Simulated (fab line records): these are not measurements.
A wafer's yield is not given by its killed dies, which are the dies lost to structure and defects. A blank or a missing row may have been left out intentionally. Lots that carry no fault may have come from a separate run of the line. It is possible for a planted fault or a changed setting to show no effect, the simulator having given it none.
fab line records -- flow n5Finfet
record lots=4, wafers=12, lastDay=14
route steps=1938 shown BEOL_M10@1529 BEOL_M11@1536 PASSIVATION@1936
lots that met no fault: taken from a fault-free run of the same line
startH: hours from the record's first day to the start of the lot's first wafer shown -- waitH: time in hours since the lot's previous step -- " same as the row above -- L1.1+2: one row covering several wafers at once -- - either no value or no given start -- * or withheld: withheld -- < > ~ a bound
route shown NAME@n: names a module that has steps shown in the file, with the first one's number in the route -- usual: mean and standard deviation over wafers with no fault -- same: alike in all rows -- chamber/n: place in a boat -- sites: readings site by site -- _std_site: their standard deviation -- _edge_site: outer sites' mean less inner sites' -- radiusMm: for every site, how far away it sits from the centre of the wafer -- mask NAME#n: copy n -- behind: the last tool/chamber to shape the wafer -- hold: the reason the lot was held/the length of the hold in hours/how it ended -- device: transistor that didn't switch, given as n, p or np -- end of line: tests run on the same wafers once the route is complete -- a step with no rows: only its recipe -- killed: the dies lost at the first sort to structure and to defects; this is not the yield of the wafer -- map: a wafer's dies, x killed, . not, _ none there
set.NAME: the run value of the setting; set.NAME@STEP: its run value at that earlier step -- model.NAME: the simulator's own value behind a step, which no gauge read
lots at selected steps of the route; one table per step, one row per wafer
services: the hour from which a tool's chamber was out of use, counted from the record's first day as startH (under 0 if before that day), plus the number of hours and why
## steps
# step N5_BEOL_M10_ANNEAL_51
# recipe tempC=225, timeS=90, ambient=N2
# step N5_BEOL_M10_CMP_52
# recipe stopOn=SiCOH_lowk, tOverpolishS=7, downForcePsi=1, platenRpm=50, clearingPlatenDownForcePsi=1.5, clearingPlatenRpm=50, postCmpClean=cuAlkaline, targetThkNm=140, clearingPlatenPadVelocityMS=0.99484, padVelocityMS=0.99484
# step N5_BEOL_M10_PRE_CLEAN_55
# recipe gas=NH3, timeS=15, tempC=withheld, rfPowerW=300
# step N5_BEOL_M10_DEP_56
# recipe material=SiCN, targetThkA=150, tempC=withheld, precursor=3MS/NH3, pressureTorr=3, rfW=202, timeS=26.5
# step N5_BEOL_M11_ILD_DEP_00
# recipe material=SiCOH_lowk, targetThkA=3085.1, tempC=300, precursor=DEMS/porogen, pressureTorr=5, rfW=500, timeS=58
# step N5_BEOL_M11_CURE_71
# recipe tempC=385, timeS=240, ambient=He/Ar, material=SiCOH_lowk
# step N5_BEOL_M11_PECVD_70
# recipe material=SiO2, targetThkA=200, tempC=400, precursor=TEOS/O2, pressureTorr=5.5, rfW=450, teosFlowSccm=53.8, gas=O2, flowSccm=3000, timeS=22.7
# step N5_BEOL_M11_HM_DEP_02
# recipe material=TiN, targetThkA=200, tempC=25, chamberPressurePa=0.49996
# step N5_BEOL_M11_COAT_59
# recipe resist=SOC, tempC=250, timeS=60, spinRpm=1500, resistThkNm=100
# usual spinSpeedRpm=1499.9/1.1
lot.wafer,tool,chamber,startH,waitH,spinSpeedRpm,model.SOC_of_BEOL_M11_COAT_59.thkNm
L931.3,lithoTrack-04,0,228.44,0.1,1501.1,100.6
L931.4,lithoTrack-04,0,228.44,0.1,1498.5,100.4
L931.6,lithoTrack-04,0,228.44,0.1,1499.5,100.8
L939.2,lithoTrack-02,0,272.44,0.1,1499.0,99.8
L939.3,lithoTrack-02,0,272.44,0.1,1497.8,100
L939.5,lithoTrack-02,0,272.44,0.1,1499.6,100.2
L941.1,lithoTrack-04,0,278.64,0.1,2143.0,83.8
L941.3,lithoTrack-04,0,278.64,0.1,2142.8,83.6
L941.6,lithoTrack-04,0,278.64,0.1,2143.4,83.6
L940.1,lithoTrack-04,0,280.37,0.1,2141.0,84
L940.2,lithoTrack-04,0,280.37,0.1,2143.2,84
L940.3,lithoTrack-04,0,280.37,0.1,2141.5,83.8
# step N5_BEOL_M11_COAT_60
# recipe resist=SiARC, tempC=220, timeS=60, spinRpm=1500, resistThkNm=30
# step N5_BEOL_M11_COAT_05
# recipe resist=CAR-ArF, spinRpm=1500, resistThkNm=90
# step N5_BEOL_M11_EBR_07
# recipe solvent=PGMEA, ebrWidthMm=1.5
# step N5_BEOL_M11_SOFTBAKE_06
# recipe tempC=110, timeS=60, resist=CAR-ArF
# step N5_BEOL_M11_EXPOSE_08
# recipe maskId=M11, na=1.35, sourceShape=dipole, sigmaInner=0.411, sigmaOuter=0.611, polarization=te, doseMj=53.75
# step N5_BEOL_M11_PEB_09
# recipe pebTempC=withheld, pebTimeS=60, resist=CAR-ArF
# step N5_BEOL_M11_DEVELOP_10
# recipe developTimeS=30, developer=TMAH, resist=CAR-ArF, rinseLiquid=diw, dry=airSpin, devTempC=23
# step N5_BEOL_M11_DESCUM_16
# recipe chemistry=O2, timeS=7.9, sourcePowerW=50, biasPowerW=20, pressureMtorr=20, rfFrequencyHz=2.712e+07, tempC=40, resist=CAR-ArF, o2FlowSccm=225
# step N5_BEOL_M11_ETCH_61
# recipe chemistry=CF4, target=SiARC, targetDepthA=390, maskMaterial=CAR-ArF, timeS=65, ionEnergyEv=80, pressureMtorr=40, sourceW=545, biasW=36, Ar_flow_sccm=100, cf4FlowSccm=100, ends=cleared
# step N5_BEOL_M11_ETCH_62
# recipe chemistry=N2/H2, target=SOC, targetDepthA=1100, overetchA=220, maskMaterial=SiARC, tempC=40, timeS=165, ionEnergyEv=200, pressureMtorr=30, sourceW=840, biasW=150, n2FlowSccm=200, h2FlowSccm=200
# usual drypumpMotorCurrentA=5.5/0.5, h2FlowSccm=200.1/0.62, oesProductAu=0.66/0.061, rfFwdPowerW=837.4/2.8, rfVppV=524.2/1.8, showerheadPlenumPTorr=2.55/0.058, throttleValvePct=17.89/0.24
lot.wafer,tool,chamber,startH,waitH,drypumpMotorCurrentA,h2FlowSccm,oesProductAu,rfFwdPowerW,rfHoursCounterH,rfVppV,showerheadPlenumPTorr,throttleValvePct,model.etch.depthNm
L931.3,rieDiel-02,3,228.97,0.0,5.0,200.6,0.64,838.4,183,527.6,2.66,17.81,100.6
L931.4,rieDiel-02,0,228.97,0.0,5.3,200.6,0.60,835.9,218,523.7,2.52,18.25,100.5
L931.6,rieDiel-02,2,228.97,0.0,6.4,200.1,0.78,836.7,-,525.0,2.60,17.70,100.7
L939.2,rieDiel-06,2,272.99,0.0,5.8,199.4,0.62,833.6,191,522.9,2.52,18.19,99.86
L939.3,rieDiel-06,0,272.99,0.0,4.9,200.1,0.79,836.4,3,522.5,2.51,17.27,100
L939.5,rieDiel-06,3,272.99,0.0,6.2,199.7,0.74,840.9,-,523.6,2.50,17.86,100.1
L941.1,rieDiel-06,2,279.42,0.0,5.8,200.8,0.56,833.4,192,523.5,2.52,18.19,83.81
L941.3,rieDiel-06,3,279.42,0.0,6.2,199.9,0.66,839.4,35,523.6,2.50,17.82,83.66
L941.6,rieDiel-06,2,279.42,0.0,5.8,200.8,0.56,833.3,-,523.5,2.52,18.17,83.52
L940.1,rieDiel-02,2,280.92,0.0,6.4,200.3,0.67,839.1,37,525.9,2.59,17.73,83.94
L940.2,rieDiel-02,3,280.92,0.0,5.0,199.7,0.57,839.5,198,526.9,2.65,17.83,83.94
L940.3,rieDiel-02,1,280.92,0.0,5.7,199.1,0.59,840.0,170,525.1,2.54,17.94,83.8
# step N5_BEOL_M11_STRIP_68
# recipe chemistry=N2/H2, tempC=40, n2FlowSccm=200, h2FlowSccm=200, rfFrequencyHz=6e+07
# step N5_BEOL_M11_STRIP_67
# recipe chemistry=CF4, resist=SiARC, powerW=300, biasPowerW=75, pressureMtorr=50, cf4FlowSccm=150, rfFrequencyHz=6e+07
# step N5_BEOL_M11_HM_OPEN_17
# recipe chemistry=Cl2/BCl3, targetDepthA=200, overetchA=60, target=TiN, maskMaterial=SOC, ionEnergyEv=150, pressureMtorr=10, icpW=1000, biasW=126, Cl2_flow_sccm=53.25, bcl3FlowSccm=21.75, Ar_flow_sccm=25
# usual drypumpMotorCurrentA=6.02/0.26, oesProductAu=0.69/0.082, rfFwdPowerW=993.2/2.9, throttleValvePct=22.02/0.16
lot.wafer,tool,chamber,startH,waitH,drypumpMotorCurrentA,oesProductAu,rfFwdPowerW,rfHoursCounterH,throttleValvePct,model.SOC_of_BEOL_M11_COAT_59.thkNm
L931.3,rieMetal-01,1,229.19,0.1,6.42,0.61,996.4,-,21.88,92.8
L931.4,rieMetal-01,0,229.19,0.1,5.93,0.82,992.3,-,22.03,92.8
L931.6,rieMetal-01,1,229.19,0.1,6.41,0.61,994.0,-,21.88,93
L939.2,rieMetal-02,1,273.17,0.0,6.27,0.56,990.7,102,21.91,92.2
L939.3,rieMetal-02,0,273.17,0.0,5.63,0.74,996.0,-,22.10,92.2
L939.5,rieMetal-02,1,273.17,0.0,6.25,0.56,989.8,-,21.92,92.4
L941.1,rieMetal-01,0,279.61,0.0,5.90,0.78,997.1,9,22.02,76
L941.3,rieMetal-01,1,279.61,0.0,6.39,0.59,990.3,-,21.88,75.8
L941.6,rieMetal-01,1,279.61,0.0,6.37,0.60,994.5,-,21.85,75.6
L940.1,rieMetal-01,0,281.10,0.0,5.95,0.78,996.1,9,22.04,76
L940.2,rieMetal-01,1,281.10,0.0,6.41,0.61,999.2,67,21.88,75.8
L940.3,rieMetal-01,1,281.10,0.0,6.42,0.60,993.4,-,21.89,75.8
# step N5_BEOL_M11_STRIP_19
# recipe chemistry=O2, powerW=400, tempC=40, pressureMtorr=30, rfFrequencyHz=6e+07, biasPowerW=0, overashFraction=0.2, o2FlowSccm=225
# step N5_PASSIVATION_PROBE_49
# usual defectLimitedYield=91.3/1.7, killed_at_M0_to_M3=33/9.9, killed_at_M4_up=14/6.4, killedAtContacts=12/7, killedAtFrontEnd=41/13, killedAtOther=3.1/2.9, killedDies=103/20, killedOpen=67/14, killedShort=34/9.4, sort_bin_4_leakage=0.03/0.24, sort_bin_5_function=5.1/1.1, sort_bin_6_memory=3.2/0.79, sortNPass=1077/21, sortYieldPct=91.2/1.7
# same grossDies=1180, killedAtBackSide=0, sort_bin_8_speed[%]=0
lot.wafer,tool,chamber,startH,waitH,defectLimitedYield[%],killed_at_M0_to_M3,killed_at_M4_up,killedAtContacts,killedAtFrontEnd,killedAtOther,killedDies,killedOpen,killedShort,sort_bin_4_leakage[%],sort_bin_5_function[%],sort_bin_6_memory[%],sortNPass,sortYieldPct[%]
L939.2,prober-01,-,319.07,0.1,91.2,29,21,10,41,3,104,60,41,0,5.5,3.1,1076,91.2
L939.3,prober-01,-,319.12,0.1,90.3,32,5,4,72,2,115,68,47,0,6.2,3.0,1065,90.3
L939.5,prober-01,-,319.22,0.2,91.3,32,17,20,32,2,103,82,21,0,6.5,2.2,1077,91.3
# killed by level:class
L939.2 FIN_SAQP:geometricParticle:short=12 FIN_SAQP:geometricParticle:open=10 BEOL_M4:geometricParticle:open=9 BEOL_M1:geometricParticle:open=7 MOL_CONTACT_COAG:geometricParticle:short=6 BEOL_M0_SAQP:geometricParticle:open=5 BEOL_M3:geometricParticle:open=5 STARTING-WAFER:geometricParticle:short=5
L939.3 FIN_SAQP:geometricParticle:short=30 FIN_SAQP:geometricParticle:open=17 BEOL_M0_SAQP:geometricParticle:open=8 BEOL_M3:geometricParticle:open=8 DUMMY_GATE:geometricParticle:open=6 BEOL_M2:geometricParticle:open=6 STI_FIN_REVEAL:geometricParticle:open=5 BEOL_M1:geometricParticle:open=5
L939.5 MOL_CONTACT_COAG:geometricParticle:open=18 FIN_SAQP:geometricParticle:open=11 BEOL_M3:geometricParticle:open=8 BEOL_M0_SAQP:geometricParticle:open=8 BEOL_M1:geometricParticle:open=7 BEOL_M4:geometricParticle:open=7 ILD0:geometricParticle:open=4 STI_FIN_REVEAL:geometricParticle:open=3
## services
tool,chamber,startH,hours,kind
rieMetal-02,-,221.84,2.8,pm
rieDiel-06,3,235.37,2.3,repair
rieDiel-06,0,244.91,-,clean
rieDiel-06,0,244.91,-,consumableReplace:focusRing
rieDiel-06,0,244.91,17.9,scheduledDown
rieDiel-06,0,244.91,17.9,ventCycle
## key
firstSign step=N5_BEOL_M11_COAT_59, reading=spinSpeedRpm, direction=up, sigmas=99+, usual=*, struck=*
effect none on later readings
modelEffect step=N5_BEOL_M11_COAT_59, value=SOC_of_BEOL_M11_COAT_59.thkNm, without=100.2, struck=83.8
modelEffect step=N5_BEOL_M11_ETCH_62, value=etch.depthNm, without=100.1, struck=83.78
modelEffect step=N5_BEOL_M11_HM_OPEN_17, value=SOC_of_BEOL_M11_COAT_59.thkNm, without=92.17, struck=75.83
metAt N5_BEOL_M11_COAT_59
struckWafers L940.1,L940.2,L940.3,L941.1,L941.3,L941.6
baselineLoss step=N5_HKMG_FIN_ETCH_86, wafers=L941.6
onsetBetween 228.44 278.64
fault kind=processParameterDrift, tool=lithoTrack-04, chamber=-, onsetH=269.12, steps=N5_BEOL_M11_COAT_59, channel=spinRpm, offset=*, shape=step, endH=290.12, actsIn=*, stated=*
# baselineLoss: these wafers lose ten dies or more at that step, a loss of the line's own and not of a fault; the sort's usual values leave them out
